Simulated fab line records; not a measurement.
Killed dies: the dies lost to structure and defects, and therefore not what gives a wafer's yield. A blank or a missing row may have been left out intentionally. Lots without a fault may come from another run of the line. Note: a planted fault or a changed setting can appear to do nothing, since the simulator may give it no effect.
fab line records	flow n5Finfet
record: lots: 5	wafers: 14	lastDay: 14
route steps=1938 shown BEOL_M12@1636 PASSIVATION@1936
lots that met no fault: from a run of the same line without faults
startH: the number of hours between the record's first day and the start of the first shown wafer of the lot	waitH: time in hours since the lot's previous step	" repeats the value in the row above	L1.1+2: one row covering several wafers at once	- no value, or no start given	* or withheld: withheld	< > ~ a bound
route shown NAME@n: names a module that has steps shown in the file, with the first one's number in the route	usual: mean/standard deviation of fault-free wafers	same: alike in all rows	chamber/n: place in a boat	sites: per-site readings	_std_site: the standard deviation of these	_edge_site: inner sites' mean taken away from outer sites' mean	radiusMm: for every site, how far away it sits from the centre of the wafer	mask NAME#n: copy n	behind: the tool/chamber that last shaped the wafer	hold: cause of the lot's hold/its duration in hours/its outcome	device: transistor that didn't switch, given as n, p or np	end of line: the tests these same wafers got at the end of their route	for a step that has no rows: nothing shown but its recipe	killed: not the wafer's yield, but the dies lost to structure and defects at the first sort	map: a wafer's dies, x killed, . not, _ none there
set.NAME: the run value of the setting; set.NAME@STEP: its run value at that earlier step	model.NAME: the simulator's own value behind a step, which no gauge read
certain route steps with their lots: each step a table, each wafer a row
services: the hour from which a tool's chamber was out of use, counted from the record's first day as startH (under 0 if before that day), plus the number of hours and why
== steps ==
step: N5_BEOL_M12_ETCH_67
recipe: chemistry: CF4	target: SiARC	targetDepthA: 1430	timeS: 238.3	ionEnergyEv: 80	pressureMtorr: 40	sourceW: 545	biasW: 36	Ar_flow_sccm: 100	cf4FlowSccm: 100	ends: cleared
usual: drypumpMotorCurrentA: 5.7/0.43	etchRfOnTimeS: 236/5.3	oesProductAu: 0.69/0.063	rfFwdPowerW: 543.4/1.6	rfVppV: 184.0/1.1	showerheadPlenumPTorr: 2.14/0.061	throttleValvePct: 15.52/0.26
lot.wafer	tool	chamber	startH	waitH	drypumpMotorCurrentA	etchRfOnTimeS	oesProductAu	rfFwdPowerW	rfHoursCounterH	rfVppV	showerheadPlenumPTorr	throttleValvePct
L880.1	rieDiel-03	0	241.98	0.0	5.5	237	0.84	543.8	6	186.0	2.27	15.06
L880.3	"	2	"	"	5.9	233	0.73	542.0	59	184.3	2.09	15.51
L880.6	"	1	"	"	6.7	237	0.75	543.5	-	182.2	2.09	15.50
L883.1	rieDiel-01	0	246.79	0.0	5.1	233	0.69	544.8	96	182.9	2.09	15.38
L883.4	"	3	"	"	5.2	235	0.69	542.9	-	183.9	2.07	15.59
L883.5	"	1	"	"	5.6	223	0.75	540.9	-	184.5	2.17	15.23
L887.1	rieDiel-03	2	263.12	0.0	5.9	234	0.71	542.0	68	184.2	2.08	15.54
L887.5	"	2	"	"	5.9	232	0.71	546.2	-	183.2	2.08	15.54
L887.6	"	1	"	"	6.7	234	0.74	546.0	-	184.4	2.09	15.52
L888.3	rieDiel-05	3	276.39	0.0	5.6	235	0.60	543.3	230	183.5	2.12	15.80
L888.4	"	2	"	"	6.2	241	0.82	546.0	2	182.1	2.18	15.33
L888.5	"	3	"	"	5.6	234	0.60	544.6	-	185.4	2.12	15.80
L894.4	rieDiel-01	3	310.41	0.1	5.2	238	0.66	541.8	-	184.6	2.06	15.65
L894.6	"	1	"	"	5.6	227	0.72	544.5	-	184.1	2.16	15.29
step: N5_BEOL_M12_ETCH_68
recipe: chemistry: N2/H2	target: SOC	maskMaterial: SiARC	sourceW: 3000	biasW: 350	tempC: 40	timeS: 285	ionEnergyEv: 200	pressureMtorr: 30	n2FlowSccm: 200	h2FlowSccm: 200
usual: drypumpMotorCurrentA: 5.7/0.43	oesProductAu: 0.81/0.076	rfFwdPowerW: 2993/9.9	rfVppV: 524.0/2.4	showerheadPlenumPTorr: 2.54/0.083	throttleValvePct: 17.70/0.25
lot.wafer	tool	chamber	startH	waitH	drypumpMotorCurrentA	oesProductAu	rfFwdPowerW	rfHoursCounterH	rfVppV	showerheadPlenumPTorr	throttleValvePct
L880.1	rieDiel-03	0	242.13	0.1	5.5	0.99	3002	6	528.7	2.71	17.31
L880.3	"	2	"	"	5.9	0.85	2992	59	523.6	2.47	17.64
L880.6	"	1	"	"	6.7	0.88	3005	-	522.7	2.47	17.58
L883.1	rieDiel-01	0	246.94	0.1	5.1	0.80	2988	96	521.5	2.46	17.43
L883.4	"	3	"	"	5.2	0.83	2996	-	522.3	2.47	17.73
L883.5	"	1	"	"	5.6	0.87	2994	-	525.8	2.58	17.49
L887.1	rieDiel-03	2	263.27	0.1	5.9	0.83	2994	68	521.4	2.46	17.66
L887.5	"	2	"	"	5.9	0.83	2973	-	523.3	2.46	17.65
L887.6	"	1	"	"	6.7	0.86	2995	-	521.5	2.47	17.59
L888.3	rieDiel-05	3	276.53	0.1	5.6	0.70	2989	230	525.0	2.51	17.98
L888.4	"	2	"	"	6.2	0.97	3008	2	525.5	2.62	17.68
L888.5	"	3	"	"	5.6	0.70	2978	-	523.8	2.51	17.97
L894.4	rieDiel-01	3	310.57	0.1	5.2	0.79	2984	-	521.7	2.45	17.79
L894.6	"	1	"	"	5.6	0.83	3005	-	523.4	2.57	17.54
step: N5_BEOL_M12_STRIP_69
recipe: chemistry: N2/H2	tempC: 40	n2FlowSccm: 200	h2FlowSccm: 200	rfFrequencyHz: 6e+07
step: N5_BEOL_M12_TRENCH_ETCH_34
recipe: chemistry: C4F8/O2/Ar	target: SiOC	targetDepthA: 3189.5	maskMaterial: SOC	pressureMtorr: 30	sourceW: 3000	biasW: 700	Ar_flow_sccm: 400	C4F8_flow_sccm: 15	O2_flow_sccm: 8	heInnerTorr: 15	heOuterTorr: 30	timeS: 125.5	ionEnergyEv: 250
step: N5_BEOL_M12_STRIP_70
recipe: chemistry: C4F8/O2/Ar	resist: SiARC	rfFrequencyHz: 6e+07
step: N5_BEOL_M12_OCD_MEAS_35
usual: trenchDepthNm: 322/4.7
lot.wafer	tool	chamber	startH	waitH	trenchDepthNm
L880.1	ocd-01	-	242.46	0.0	327
L880.3	"	-	"	"	327
L880.6	"	-	"	"	320
L883.1	ocd-02	-	247.27	0.0	323
L883.4	"	-	"	"	325
L883.5	"	-	"	"	324
L887.1	ocd-02	-	263.61	0.0	323
L887.5	"	-	"	"	324
L887.6	"	-	"	"	319
L888.3	ocd-02	-	276.87	0.0	315
L888.4	"	-	"	"	320
L888.5	"	-	"	"	315
L894.4	ocd-02	-	310.82	0.0	323
L894.6	"	-	"	"	325
step: N5_BEOL_M12_STRIP_37
recipe: chemistry: N2/H2	powerW: 1000	tempC: 250	h2Frac: 0.65	overashFraction: 0.3	pressureMtorr: withheld	n2FlowSccm: 1750	h2FlowSccm: 3250
usual: drypumpMotorCurrentA: 5.65/0.26	heaterPowerW: 372/22	oesProductAu: 0.789/0.01
lot.wafer	tool	chamber	startH	waitH	drypumpMotorCurrentA	heaterPowerW	oesProductAu	rfHoursCounterH
L880.1	plasmaAsher-02	0	242.50	0.0	5.86	391	0.796	124
L880.3	"	1	"	"	5.72	347	0.798	-
L880.6	"	1	"	"	5.70	350	0.804	-
L883.1	plasmaAsher-01	1	247.31	0.0	5.10	409	0.797	69
L883.4	"	1	"	"	5.11	397	0.786	-
L883.5	"	1	"	"	5.08	413	0.783	-
L887.1	plasmaAsher-02	1	263.65	0.0	5.71	356	0.778	131
L887.5	"	0	"	"	5.88	391	0.796	-
L887.6	"	1	"	"	5.71	345	0.781	-
L888.3	plasmaAsher-02	0	276.93	0.1	5.87	389	0.797	-
L888.4	"	1	"	"	5.72	351	0.780	-
L888.5	"	1	"	"	5.72	352	0.793	-
L894.4	plasmaAsher-02	1	310.88	0.1	5.72	348	0.796	-
L894.6	"	0	"	"	5.88	388	0.784	-
step: N5_BEOL_M12_ETCH_38
recipe: chemistry: CF4/N2	target: SiCN	targetDepthA: 687	taperDeg: 2	timeS: 73.4	ionEnergyEv: 150	maskMaterial: SiO2	pressureMtorr: 40	sourceW: 430	biasW: 70	Ar_flow_sccm: 100	cf4FlowSccm: 60	n2FlowSccm: 60
step: N5_BEOL_M12_PRECLEAN_39
recipe: chemistry: residueRemover	timeS: 60	tempC: 40
step: N5_BEOL_M12_SRD_40
recipe: timeS: 30	tempC: 23	rinseLiquid: diw	dry: n2Spin	spinRpm: 1500	dryTimeS: 30
step: N5_BEOL_M12_DEGAS_41
recipe: ambient: vacuum	tempC: 250	timeS: 60
step: N5_BEOL_M12_PRE_CLEAN_42
recipe: gas: H2/He	timeS: 30	tempC: 250
usual: heaterPowerW: 347/32
lot.wafer	tool	chamber	startH	waitH	heaterPowerW
L880.1	pvdSputter-01	-	246.85	0.0	285
L880.3	"	-	"	"	335
L880.6	"	-	"	"	346
L883.1	pvdSputter-01	-	247.79	0.0	381
L883.4	"	-	"	"	285
L883.5	"	-	"	"	278
L887.1	pvdSputter-03	-	272.88	0.0	373
L887.5	"	-	"	"	360
L887.6	"	-	"	"	388
L888.3	pvdSputter-01	-	277.49	0.0	334
L888.4	"	-	"	"	374
L888.5	"	-	"	"	279
L894.4	pvdSputter-01	-	313.24	0.0	373
L894.6	"	-	"	"	335
step: N5_BEOL_M12_SPUTTER_43
recipe: material: TaN	targetThkA: 150	tempC: 50	biasV: 168.6	powerW: 15000	chamberPressurePa: 0.12	timeS: 24.19
usual: throttleValvePct: 29.9/1.4
lot.wafer	tool	chamber	startH	waitH	throttleValvePct	model.TaN_of_BEOL_M12_SPUTTER_43.thkNm
L880.1	pvdSputter-01	-	246.89	0.0	28.4	14.6
L880.3	"	-	"	"	30.9	14.8
L880.6	"	-	"	"	29.7	14.8
L883.1	pvdSputter-01	-	247.83	0.0	28.4	15.2
L883.4	"	-	"	"	28.2	15
L883.5	"	-	"	"	28.6	15.2
L887.1	pvdSputter-03	-	272.92	0.0	32.0	15
L887.5	"	-	"	"	32.0	15
L887.6	"	-	"	"	29.8	15
L888.3	pvdSputter-01	-	277.53	0.0	30.9	15
L888.4	"	-	"	"	28.6	15.2
L888.5	"	-	"	"	28.3	15
L894.4	pvdSputter-01	-	313.28	0.0	28.5	15.2
L894.6	"	-	"	"	29.8	16.8
step: N5_BEOL_M12_SPUTTER_44
recipe: material: Ta	targetThkA: 100	tempC: 50	biasV: 80	powerW: 15000	chamberPressurePa: 0.07	timeS: 16.13
usual: throttleValvePct: 29.9/1.4
lot.wafer	tool	chamber	startH	waitH	throttleValvePct
L880.1	pvdSputter-01	-	246.97	0.0	28.4
L880.3	"	-	"	"	30.6
L880.6	"	-	"	"	30.2
L883.1	pvdSputter-01	-	247.91	0.0	28.7
L883.4	"	-	"	"	28.1
L883.5	"	-	"	"	28.2
L887.1	pvdSputter-03	-	273.00	0.0	31.9
L887.5	"	-	"	"	31.9
L887.6	"	-	"	"	29.8
L888.3	pvdSputter-01	-	277.61	0.0	30.8
L888.4	"	-	"	"	28.5
L888.5	"	-	"	"	28.1
L894.4	pvdSputter-01	-	313.36	0.0	28.3
L894.6	"	-	"	"	29.8
step: N5_PASSIVATION_PROBE_49
usual: defectLimitedYield: 91.5/1.4	killed_at_M0_to_M3: 32/9.7	killed_at_M4_up: 14/5.3	killedAtContacts: 11/6	killedAtFrontEnd: 39/14	killedAtOther: 3.3/2.7	killedDies: 100/17	killedOnRim: 14/4	killedOpen: 66/13	killedShort: 32/7.4	sort_bin_5_function: 4.9/0.9	sort_bin_6_memory: 3.2/0.72	sortNPass: 1080/17	sortYieldPct: 91.5/1.4
same: grossDies: 1180	killedAtBackSide: 0	sort_bin_4_leakage[%]: 0	sort_bin_8_speed[%]: 0
lot.wafer	tool	chamber	startH	waitH	defectLimitedYield[%]	killed_at_M0_to_M3	killed_at_M4_up	killedAtContacts	killedAtFrontEnd	killedAtOther	killedDies	killedOnRim	killedOpen	killedShort	sort_bin_5_function[%]	sort_bin_6_memory[%]	sortNPass	sortYieldPct[%]
L880.1	prober-02	-	283.41	0.0	91.9	45	12	8	26	4	95	17	64	31	4.9	3.1	1085	91.9
L880.3	prober-02	-	283.51	0.1	93.6	34	9	6	24	2	75	10	47	27	3.6	2.5	1105	93.6
L880.6	prober-02	-	283.66	0.3	93.0	28	21	9	18	7	83	17	49	34	4.2	2.6	1097	93.0
L883.1	prober-02	-	283.71	0.3	93.5	19	19	10	23	6	77	7	48	27	3.5	2.7	1103	93.5
L883.4	prober-02	-	283.86	0.5	91.9	32	11	8	39	6	96	10	62	32	3.3	4.4	1084	91.9
L883.5	prober-02	-	283.91	0.5	92.0	19	8	8	49	10	94	16	60	33	4.5	3.0	1086	92.0
L887.1	prober-01	-	307.79	0.0	91.4	29	25	5	39	3	101	18	63	28	4.3	3.2	1079	91.4
L887.5	prober-01	-	307.99	0.2	91.5	15	32	8	45	0	100	17	57	35	3.8	3.6	1080	91.5
L887.6	prober-01	-	308.04	0.3	90.8	26	25	11	44	3	109	16	75	34	5.2	3.7	1071	90.8
L888.4	prober-02	-	311.48	0.2	92.4	25	7	10	45	3	90	14	55	33	4.2	2.8	1090	92.4
L894.4	prober-01	-	342.89	0.2	92.3	20	13	22	31	5	91	13	64	27	4.7	2.5	1089	92.3
L894.6	prober-01	-	342.99	0.3	90.3	35	25	19	35	0	114	20	87	27	6.0	3.3	1066	90.3
killed by level:class
L880.1 BEOL_M1:geometricParticle:open=8 BEOL_M3:geometricParticle:open=8 BEOL_M2:geometricParticle:open=8 FIN_SAQP:geometricParticle:open=6 STI_FIN_REVEAL:geometricParticle:open=6 BEOL_M0_SAQP:geometricParticle:short=6 MOL_CONTACT_COAG:geometricParticle:open=5 BEOL_M2:geometricParticle:short=5
L880.3 BEOL_M2:geometricParticle:open=9 STI_FIN_REVEAL:geometricParticle:open=8 BEOL_M1:geometricParticle:open=8 BEOL_M0_SAQP:geometricParticle:short=6 FIN_SAQP:geometricParticle:open=5 FIN_SAQP:geometricParticle:short=4 MOL_CONTACT_COAG:geometricParticle:short=4 BEOL_M2:geometricParticle:short=3
L880.6 BEOL_M0_SAQP:geometricParticle:short=9 BEOL_M4:geometricParticle:open=9 BEOL_M3:geometricParticle:open=8 MOL_CONTACT_COAG:geometricParticle:open=6 BEOL_M2:geometricParticle:open=6 BEOL_M5:geometricParticle:open=4 STI_FIN_REVEAL:geometricParticle:open=3 DUMMY_GATE:geometricParticle:open=3
L883.1 BEOL_M4:geometricParticle:open=10 MOL_CONTACT_COAG:geometricParticle:open=7 STI_FIN_REVEAL:geometricParticle:open=6 BEOL_M0_SAQP:geometricParticle:short=6 BEOL_M3:geometricParticle:open=5 FIN_SAQP:geometricParticle:open=3 MOL_CONTACT_COAG:geometricParticle:short=3 STARTING-WAFER:geometricParticle:short=3
L883.4 FIN_SAQP:geometricParticle:open=8 MOL_CONTACT_COAG:geometricParticle:open=7 BEOL_M0_SAQP:geometricParticle:open=7 BEOL_M1:geometricParticle:open=7 BEOL_M3:geometricParticle:open=7 FIN_SAQP:geometricParticle:short=6 BEOL_M0_SAQP:geometricParticle:short=5 STARTING-WAFER:geometricParticle:open=5
L883.5 STI_FIN_REVEAL:geometricParticle:open=19 MOL_CONTACT_COAG:geometricParticle:open=8 BEOL_M3:geometricParticle:open=6 FIN_SAQP:geometricParticle:open=5 STI_FIN_REVEAL:geometricParticle:short=5 BEOL_M1:geometricParticle:open=5 FIN_SAQP:geometricParticle:short=4 BEOL_M1:geometricParticle:short=4
L887.1 BEOL_M4:geometricParticle:open=13 HKMG_FIN:areaEtch=8 BEOL_M0_SAQP:geometricParticle:open=7 STI_FIN_REVEAL:geometricParticle:open=6 BEOL_M1:geometricParticle:open=6 FIN_SAQP:geometricParticle:short=5 MOL_CONTACT_COAG:geometricParticle:open=5 BEOL_M2:geometricParticle:open=5
L887.5 BEOL_M4:geometricParticle:open=16 FIN_SAQP:geometricParticle:open=8 STI_FIN_REVEAL:geometricParticle:open=8 FIN_SAQP:geometricParticle:short=7 HKMG_FIN:areaEtch=7 MOL_CONTACT_COAG:geometricParticle:open=6 BEOL_M4:geometricParticle:short=6 GATE_CUT:geometricParticle:short=5
L887.6 BEOL_M4:geometricParticle:open=14 STI_FIN_REVEAL:geometricParticle:open=7 MOL_CONTACT_COAG:geometricParticle:open=7 BEOL_M1:geometricParticle:open=6 DUMMY_GATE:geometricParticle:open=5 ILD0:geometricParticle:open=5 GATE_CUT:geometricParticle:open=5 BEOL_M0:geometricParticle:open=5
L888.4 FIN_SAQP:geometricParticle:short=16 STI_FIN_REVEAL:geometricParticle:open=10 MOL_CONTACT_COAG:geometricParticle:open=9 FIN_SAQP:geometricParticle:open=7 BEOL_M0_SAQP:geometricParticle:open=5 BEOL_M1:geometricParticle:open=5 BEOL_M0_SAQP:geometricParticle:short=4 BEOL_M2:geometricParticle:open=4
L894.4 MOL_CONTACT_COAG:geometricParticle:open=19 STI_FIN_REVEAL:geometricParticle:open=5 DUMMY_GATE:geometricParticle:open=4 BEOL_M2:geometricParticle:open=4 BEOL_M3:geometricParticle:open=4 BEOL_M4:geometricParticle:open=4 PAD_METAL:geometricParticle:open=4 STARTING-WAFER:geometricParticle:open=4
L894.6 MOL_CONTACT_COAG:geometricParticle:open=17 STI_FIN_REVEAL:geometricParticle:open=14 BEOL_M4:geometricParticle:open=13 BEOL_M2:geometricParticle:open=8 BEOL_M8:geometricParticle:open=7 BEOL_M0_SAQP:geometricParticle:short=6 BEOL_M0_SAQP:geometricParticle:open=6 GATE_CUT:geometricParticle:open=5
== services ==
tool	chamber	startH	hours	kind
plasmaAsher-01	-	241.24	5.7	repair
rieDiel-05	2	241.53	4.6	repair
rieDiel-01	2	242.59	-	clean
rieDiel-01	2	242.59	-	consumableReplace:focusRing
rieDiel-01	2	242.59	22.9	scheduledDown
rieDiel-01	2	242.59	22.9	ventCycle
rieDiel-05	2	253.64	-	clean
rieDiel-05	2	253.64	-	consumableReplace:focusRing
rieDiel-05	2	253.64	17.4	scheduledDown
rieDiel-05	2	253.64	17.4	ventCycle
plasmaAsher-02	-	268.38	2.8	repair
rieDiel-03	0	277.30	4.8	repair
rieDiel-01	0	293.25	34.3	repair
rieDiel-05	2	294.72	3.8	repair
rieDiel-05	0	303.23	6.3	repair
== key ==
firstSign none at tools or gauges
modelEffect: step: N5_BEOL_M12_SPUTTER_43	value: TaN_of_BEOL_M12_SPUTTER_43.thkNm	without: 15.2	struck: 16.8
metAt N5_BEOL_M12_SPUTTER_43
struckWafers L894.6
onsetBetween 277.53 313.28
fault: kind: processParameterDrift	tool: pvdSputter-01	chamber: -	onsetH: 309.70	steps: N5_BEOL_M12_SPUTTER_43	channel: timeS	offset: *	shape: step	endH: 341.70	scope: struckWafersOnly	actsIn: *	stated: *
